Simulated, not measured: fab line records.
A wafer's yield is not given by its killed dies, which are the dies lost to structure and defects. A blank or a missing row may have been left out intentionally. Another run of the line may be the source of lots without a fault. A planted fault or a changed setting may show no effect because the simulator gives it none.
Chamber matching ; flow n5_finfet ; N5_ILD0_CMP_07 on cmp-01: 4 sister chambers
The step polishes SiO2 flowable, stops on poly-Si, t overpolish 1.18 s, target thk 138.88 nm. 4 wafers are shown with their chamber, then 8 later ones without.

EACH WAFER AND ITS CHAMBER
wafer;chamber;motor_current_A (A)
L086.2;1;11.9
L085.4;3;12.2
L085.6;2;13.4
L089.3;0;13.7

WAFERS WHOSE CHAMBER IS MISSING
wafer;motor_current_A (A)
L089.5;11.8
L089.6;12.6
L090.1;12.2
L090.2;13.6
L090.4;11.7
L096.1;12.0
L096.5;13.3
L096.6;11.8

THE CHAMBER EACH PASSED THROUGH
wafer;from the rows above;in truth
L089.5;can't be placed: 1 or 3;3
L089.6;can't be placed: 3 or 1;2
L090.1;can't be placed: 3 or 1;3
L090.2;can't be placed: 0 or 2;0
L090.4;can't be placed: 1 or 3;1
L096.1;can't be placed: 1 or 3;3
L096.5;can't be placed: 2 or 0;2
L096.6;can't be placed: 1 or 3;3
Placed correctly: 0 of 8. Cannot be placed on the basis of these rows: 8; the candidates contain the true chamber in 7. Number placed wrongly: 0.
How it was worked out, from the rows above alone: a wafer's distance from a chamber is the root of the sum, over the readings, of the square of ((its reading less the chamber's mean) divided by the reading's scatter). The wafer belongs to the nearest chamber; if the next one is less than 2 further off, it can't be placed. Each chamber's mean is taken over the wafers shown for it. The scatter: root of mean squared gap, hidden wafer to nearest shown wafer, with one shown wafer a chamber.
